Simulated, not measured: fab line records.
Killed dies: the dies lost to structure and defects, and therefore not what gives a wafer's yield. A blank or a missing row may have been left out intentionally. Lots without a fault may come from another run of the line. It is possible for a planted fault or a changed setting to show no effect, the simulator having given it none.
Lot-split experiment / flow n5Finfet / 39 wafers read across 7 lots, on a route 1938 steps long

## SPLIT DETAILS
At N5_GATE_CUT_ALD_22 (deposits SiNx, target thk 16 nm, pulse time 1 s, ald cycles 320), the setting aldCycles was moved away from the recipe's 320 on 15 of the 39 wafers read, by -10.6% to +15.6%. The other wafers ran this setting at the recipe's value.

The reading is taken at the split's own step.

## THE READING
SiNx_of_GATE_CUT_ALD_22.thkNm (the simulator's own value, which no gauge read), in nm, at N5_GATE_CUT_ALD_22 (deposits SiNx, target thk 16 nm, pulse time 1 s, ald cycles 320). There is no usual value for it anywhere in the file. Across the 24 wafers here that went through the recipe, the average is 16.0 nm and the standard deviation 0.11 nm.

wafer=L076.1; tool, chamber at the split=aldSin-02, 1,0,0; aldCycles as run=320; against the recipe=recipe; SiNx_of_GATE_CUT_ALD_22.thkNm, nm=16; against lot-mates on the recipe=-
wafer=L076.3; tool, chamber at the split=aldSin-02, 1,0,0; aldCycles as run=320; against the recipe=recipe; SiNx_of_GATE_CUT_ALD_22.thkNm, nm=16; against lot-mates on the recipe=-
wafer=L076.5; tool, chamber at the split=aldSin-02, 1,0,0; aldCycles as run=320; against the recipe=recipe; SiNx_of_GATE_CUT_ALD_22.thkNm, nm=16; against lot-mates on the recipe=-
wafer=L076.2; tool, chamber at the split=aldSin-02, 3,1; aldCycles as run=291; against the recipe=-9.1%; SiNx_of_GATE_CUT_ALD_22.thkNm, nm=14.4; against lot-mates on the recipe=-1.6
wafer=L076.6; tool, chamber at the split=aldSin-02, 3,1; aldCycles as run=291; against the recipe=-9.1%; SiNx_of_GATE_CUT_ALD_22.thkNm, nm=14.4; against lot-mates on the recipe=-1.6
wafer=L076.4; tool, chamber at the split=aldSin-02, 2; aldCycles as run=291; against the recipe=-9.1%; SiNx_of_GATE_CUT_ALD_22.thkNm, nm=14.6; against lot-mates on the recipe=-1.4
wafer=L082.1; tool, chamber at the split=aldSin-02, 2,0,0; aldCycles as run=287; against the recipe=-10.3%; SiNx_of_GATE_CUT_ALD_22.thkNm, nm=14.4; against lot-mates on the recipe=-1.5
wafer=L082.4; tool, chamber at the split=aldSin-02, 2,0,0; aldCycles as run=287; against the recipe=-10.3%; SiNx_of_GATE_CUT_ALD_22.thkNm, nm=14.4; against lot-mates on the recipe=-1.5
wafer=L082.5; tool, chamber at the split=aldSin-02, 2,0,0; aldCycles as run=287; against the recipe=-10.3%; SiNx_of_GATE_CUT_ALD_22.thkNm, nm=14.4; against lot-mates on the recipe=-1.5
wafer=L082.2; tool, chamber at the split=aldSin-02, 1; aldCycles as run=320; against the recipe=recipe; SiNx_of_GATE_CUT_ALD_22.thkNm, nm=16; against lot-mates on the recipe=-
wafer=L082.6; tool, chamber at the split=aldSin-02, 1; aldCycles as run=320; against the recipe=recipe; SiNx_of_GATE_CUT_ALD_22.thkNm, nm=16; against lot-mates on the recipe=-
wafer=L082.3; tool, chamber at the split=aldSin-02, 3; aldCycles as run=320; against the recipe=recipe; SiNx_of_GATE_CUT_ALD_22.thkNm, nm=15.8; against lot-mates on the recipe=-
wafer=L088.1; tool, chamber at the split=aldSin-04, 1,3,2,2,1; aldCycles as run=320; against the recipe=recipe; SiNx_of_GATE_CUT_ALD_22.thkNm, nm=16; against lot-mates on the recipe=-
wafer=L088.2; tool, chamber at the split=aldSin-04, 1,3,2,2,1; aldCycles as run=320; against the recipe=recipe; SiNx_of_GATE_CUT_ALD_22.thkNm, nm=16; against lot-mates on the recipe=-
wafer=L088.3; tool, chamber at the split=aldSin-04, 1,3,2,2,1; aldCycles as run=320; against the recipe=recipe; SiNx_of_GATE_CUT_ALD_22.thkNm, nm=16; against lot-mates on the recipe=-
wafer=L088.5; tool, chamber at the split=aldSin-04, 1,3,2,2,1; aldCycles as run=320; against the recipe=recipe; SiNx_of_GATE_CUT_ALD_22.thkNm, nm=16; against lot-mates on the recipe=-
wafer=L088.6; tool, chamber at the split=aldSin-04, 1,3,2,2,1; aldCycles as run=320; against the recipe=recipe; SiNx_of_GATE_CUT_ALD_22.thkNm, nm=16; against lot-mates on the recipe=-
wafer=L088.4; tool, chamber at the split=aldSin-04, 0; aldCycles as run=320; against the recipe=recipe; SiNx_of_GATE_CUT_ALD_22.thkNm, nm=15.8; against lot-mates on the recipe=-
wafer=L091.1; tool, chamber at the split=aldSin-02, 3; aldCycles as run=320; against the recipe=recipe; SiNx_of_GATE_CUT_ALD_22.thkNm, nm=15.8; against lot-mates on the recipe=-
wafer=L091.6; tool, chamber at the split=aldSin-02, 3; aldCycles as run=320; against the recipe=recipe; SiNx_of_GATE_CUT_ALD_22.thkNm, nm=15.8; against lot-mates on the recipe=-
wafer=L091.4; tool, chamber at the split=aldSin-02, 2; aldCycles as run=320; against the recipe=recipe; SiNx_of_GATE_CUT_ALD_22.thkNm, nm=16; against lot-mates on the recipe=-
wafer=L092.1; tool, chamber at the split=aldSin-01, 3,1,1; aldCycles as run=320; against the recipe=recipe; SiNx_of_GATE_CUT_ALD_22.thkNm, nm=16; against lot-mates on the recipe=-
wafer=L092.3; tool, chamber at the split=aldSin-01, 3,1,1; aldCycles as run=320; against the recipe=recipe; SiNx_of_GATE_CUT_ALD_22.thkNm, nm=16; against lot-mates on the recipe=-
wafer=L092.5; tool, chamber at the split=aldSin-01, 3,1,1; aldCycles as run=320; against the recipe=recipe; SiNx_of_GATE_CUT_ALD_22.thkNm, nm=16; against lot-mates on the recipe=-
wafer=L092.2; tool, chamber at the split=aldSin-01, 2,0,2; aldCycles as run=349; against the recipe=+9.1%; SiNx_of_GATE_CUT_ALD_22.thkNm, nm=17.4; against lot-mates on the recipe=+1.4
wafer=L092.4; tool, chamber at the split=aldSin-01, 2,0,2; aldCycles as run=349; against the recipe=+9.1%; SiNx_of_GATE_CUT_ALD_22.thkNm, nm=17.4; against lot-mates on the recipe=+1.4
wafer=L092.6; tool, chamber at the split=aldSin-01, 2,0,2; aldCycles as run=349; against the recipe=+9.1%; SiNx_of_GATE_CUT_ALD_22.thkNm, nm=17.4; against lot-mates on the recipe=+1.4
wafer=L095.1; tool, chamber at the split=aldSin-04, 3; aldCycles as run=370; against the recipe=+15.6%; SiNx_of_GATE_CUT_ALD_22.thkNm, nm=18.4; against lot-mates on the recipe=+2.3
wafer=L095.2; tool, chamber at the split=aldSin-04, 0,1; aldCycles as run=320; against the recipe=recipe; SiNx_of_GATE_CUT_ALD_22.thkNm, nm=16; against lot-mates on the recipe=-
wafer=L095.4; tool, chamber at the split=aldSin-04, 0,1; aldCycles as run=320; against the recipe=recipe; SiNx_of_GATE_CUT_ALD_22.thkNm, nm=16; against lot-mates on the recipe=-
wafer=L095.3; tool, chamber at the split=aldSin-04, 2; aldCycles as run=320; against the recipe=recipe; SiNx_of_GATE_CUT_ALD_22.thkNm, nm=16.2; against lot-mates on the recipe=-
wafer=L095.5; tool, chamber at the split=aldSin-04, 0,1; aldCycles as run=370; against the recipe=+15.6%; SiNx_of_GATE_CUT_ALD_22.thkNm, nm=18.6; against lot-mates on the recipe=+2.5
wafer=L095.6; tool, chamber at the split=aldSin-04, 0,1; aldCycles as run=370; against the recipe=+15.6%; SiNx_of_GATE_CUT_ALD_22.thkNm, nm=18.6; against lot-mates on the recipe=+2.5
wafer=L096.1; tool, chamber at the split=aldSin-02, 3; aldCycles as run=320; against the recipe=recipe; SiNx_of_GATE_CUT_ALD_22.thkNm, nm=15.8; against lot-mates on the recipe=-
wafer=L096.2; tool, chamber at the split=aldSin-02, 2; aldCycles as run=320; against the recipe=recipe; SiNx_of_GATE_CUT_ALD_22.thkNm, nm=16; against lot-mates on the recipe=-
wafer=L096.3; tool, chamber at the split=aldSin-02, 1; aldCycles as run=320; against the recipe=recipe; SiNx_of_GATE_CUT_ALD_22.thkNm, nm=16.2; against lot-mates on the recipe=-
wafer=L096.4; tool, chamber at the split=aldSin-02, 2,1; aldCycles as run=286; against the recipe=-10.6%; SiNx_of_GATE_CUT_ALD_22.thkNm, nm=14.4; against lot-mates on the recipe=-1.6
wafer=L096.6; tool, chamber at the split=aldSin-02, 2,1; aldCycles as run=286; against the recipe=-10.6%; SiNx_of_GATE_CUT_ALD_22.thkNm, nm=14.4; against lot-mates on the recipe=-1.6
wafer=L096.5; tool, chamber at the split=aldSin-02, 3; aldCycles as run=286; against the recipe=-10.6%; SiNx_of_GATE_CUT_ALD_22.thkNm, nm=14.2; against lot-mates on the recipe=-1.8
When a row names more than one chamber, that row covers several wafers, and the file does not tell which wafer ran in which chamber.

THE FIT
A straight line over all 39 wafers: SiNx_of_GATE_CUT_ALD_22.thkNm changes by +0.16 nm for each +1% of aldCycles; r = +1.00; the points scatter about the line by 0.1 nm.
The same after taking each lot's own level away (the mean of its wafers on the recipe; 39 wafers): +0.157 nm for each +1%; r = +1.00; scatter 0.095 nm.
The reading moves by 2.5 nm for the largest change in aldCycles, on that fit.
The lots' own levels span 15.87 to 16.07 nm, that is 1.9 times the standard deviation above.
Consequently the slope shifts little with the lot-to-lot level, the two slopes agreeing.
Check: +2.48 nm against its lot-mates is what the line predicts for one of the wafers moved furthest among these (+15.6%) when that wafer is left out of the fit. It came out at +2.33 nm against them.

## OTHER SPLITS ON THESE WAFERS
Before the reading, these wafers also passed through other splits. Each is held against what the fit with the lots' levels taken away leaves over:
other split on the same wafers=N5_PMOS_HMC_CHANNEL_EPI_EPI_20 pressureTorr; wafers away from the commonest value=33; r with SiNx_of_GATE_CUT_ALD_22.thkNm (lot level and that fit taken away)=+0.17
other split on the same wafers=N5_DUMMY_GATE_ETCH_37 sourceW; wafers away from the commonest value=15; r with SiNx_of_GATE_CUT_ALD_22.thkNm (lot level and that fit taken away)=+0.03
other split on the same wafers=N5_SD_EPI_N_EXPOSE_06 doseMj; wafers away from the commonest value=18; r with SiNx_of_GATE_CUT_ALD_22.thkNm (lot level and that fit taken away)=+0.03
other split on the same wafers=N5_HKMG_FIN_ETCH_54 biasW; wafers away from the commonest value=9; r with SiNx_of_GATE_CUT_ALD_22.thkNm (lot level and that fit taken away)=-0.12
other split on the same wafers=N5_HKMG_FIN_ETCH_35 sourceW; wafers away from the commonest value=9; r with SiNx_of_GATE_CUT_ALD_22.thkNm (lot level and that fit taken away)=-0.09

## FILE'S OWN FIT
SiNx_of_GATE_CUT_ALD_22.thkNm changes by +0.157 nm for each +1% of aldCycles, r = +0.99.
